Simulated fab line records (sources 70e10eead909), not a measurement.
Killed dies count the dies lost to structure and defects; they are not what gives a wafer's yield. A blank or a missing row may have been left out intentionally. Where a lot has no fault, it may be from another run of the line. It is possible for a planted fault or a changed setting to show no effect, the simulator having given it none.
Matching of chambers + flow nand-harc + pecvd-02 running NHARC_P_GATE_DEP_103: 3 sister chambers
The step deposits SiON, target thk 30 nm. 27 wafers are shown with their chamber, then 12 later ones without.

== WAFERS, EACH WITH ITS CHAMBER ==
| wafer  | chamber | heater-power-w (W) |
|--------|---------|--------------------|
| L074.1 | 1       | 911                |
| L074.2 | 2       | 781                |
| L074.5 | 2       | 806                |
| L078.4 | 1       | 802                |
| L078.5 | 0       | 828                |
| L078.6 | 2       | 665                |
| L079.3 | 1       | 829                |
| L079.4 | 2       | 842                |
| L079.6 | 1       | 822                |
| L081.2 | 2       | 682                |
| L081.4 | 2       | 678                |
| L081.5 | 0       | 819                |
| L082.2 | 0       | 799                |
| L082.4 | 2       | 699                |
| L082.6 | 1       | 915                |
| L083.2 | 1       | 888                |
| L083.3 | 2       | 834                |
| L083.5 | 0       | 692                |
| L084.1 | 0       | 781                |
| L084.2 | 1       | 892                |
| L084.3 | 2       | 711                |
| L085.1 | 0       | 808                |
| L085.3 | 2       | 722                |
| L085.6 | 1       | 769                |
| L087.1 | 2       | 830                |
| L087.2 | 1       | 847                |
| L087.6 | 2       | 841                |

SIGNATURES (averages over the wafers above)
| reading        | chamber 0 | chamber 1 | chamber 2 | scatter within a chamber |
|----------------|-----------|-----------|-----------|--------------------------|
| heater-power-w | 787.83    | 852.78    | 757.58    | 60.9                     |
Rule: for a wafer and a chamber, the distance is found by dividing, reading by reading, the gap between the wafer's reading and the chamber's mean by the reading's scatter, squaring, summing and taking the root. If the next closest chamber is less than 2 further off than the closest, the wafer can't be placed; otherwise it belongs to the closest. The scatter is the square root of a quotient: the sum, over the shown wafers, of each reading's squared deviation from its chamber's mean, divided by wafers minus chambers.

== WAFERS MISSING THEIR CHAMBER ==
| wafer  | heater-power-w (W) |
|--------|--------------------|
| L089.2 | 724                |
| L089.4 | 767                |
| L089.5 | 750                |
| L092.1 | 794                |
| L092.3 | 816                |
| L092.5 | 802                |
| L095.1 | 719                |
| L095.4 | 835                |
| L095.5 | 724                |
| L096.4 | 848                |
| L096.5 | 847                |
| L096.6 | 848                |

== WHICH CHAMBER EACH ONE RAN IN ==
| wafer  | from the rows above          | in truth |
|--------|------------------------------|----------|
| L089.2 | can't be placed: 2 or 0 or 1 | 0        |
| L089.4 | can't be placed: 2 or 0 or 1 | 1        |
| L089.5 | can't be placed: 2 or 0 or 1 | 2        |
| L092.1 | can't be placed: 0 or 2 or 1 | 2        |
| L092.3 | can't be placed: 0 or 1 or 2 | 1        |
| L092.5 | can't be placed: 0 or 2 or 1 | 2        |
| L095.1 | can't be placed: 2 or 0 or 1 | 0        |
| L095.4 | can't be placed: 1 or 0 or 2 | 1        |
| L095.5 | can't be placed: 2 or 0 or 1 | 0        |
| L096.4 | can't be placed: 1 or 0 or 2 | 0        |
| L096.5 | can't be placed: 1 or 0 or 2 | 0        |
| L096.6 | can't be placed: 1 or 0 or 2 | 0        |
Correct placement for 0 of the 12. These rows do not allow placing 12 (true chamber among the candidates in 12). Placed wrongly: 0.
